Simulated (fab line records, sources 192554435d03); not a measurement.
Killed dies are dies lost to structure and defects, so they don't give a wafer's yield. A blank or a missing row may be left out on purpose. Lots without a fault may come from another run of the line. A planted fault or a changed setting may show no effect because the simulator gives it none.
Chamber matching | flow n5_finfet | N5_BEOL_M1_STRIP_36 on rie_diel-02: 4 sister chambers
The step strips in N2/H2. 4 wafers are shown with their chamber, then 8 later ones without.

WAFERS WITH THEIR CHAMBER
wafer  | chamber | showerhead_plenum_p_Torr (Torr)
L081.5 | 3       | 2.46
L087.2 | 0       | 2.62
L087.5 | 2       | 2.59
L089.1 | 1       | 2.63

WAFERS WITHOUT THEIR CHAMBER
wafer  | showerhead_plenum_p_Torr (Torr)
L089.3 | 2.59
L089.4 | 2.62
L091.2 | 2.45
L091.4 | 2.62
L091.6 | 2.45
L092.2 | 2.59
L092.4 | 2.63
L092.5 | 2.63

WHICH CHAMBER EACH WENT THROUGH
wafer  | from the rows above | in truth
L089.3 | 2                   | 2
L089.4 | 0                   | 0
L091.2 | 3                   | 3
L091.4 | 0                   | 0
L091.6 | 3                   | 3
L092.2 | 2                   | 2
L092.4 | 1                   | 1
L092.5 | 1                   | 1
Placed correctly: 8 of 8. Can't be placed from these rows: 0. Placed wrongly: 0.
How it was worked out, from the rows above alone: a wafer's distance from a chamber is the root of the sum, over the readings, of the square of ((its reading less the chamber's mean) divided by the reading's scatter). The wafer belongs to the nearest chamber; if the next one is less than 2 further off, it can't be placed. A chamber's mean is the mean of its shown wafers. The scatter: with one shown wafer a chamber, the root of the mean of the squares of how far each hidden wafer lies from its nearest shown one.
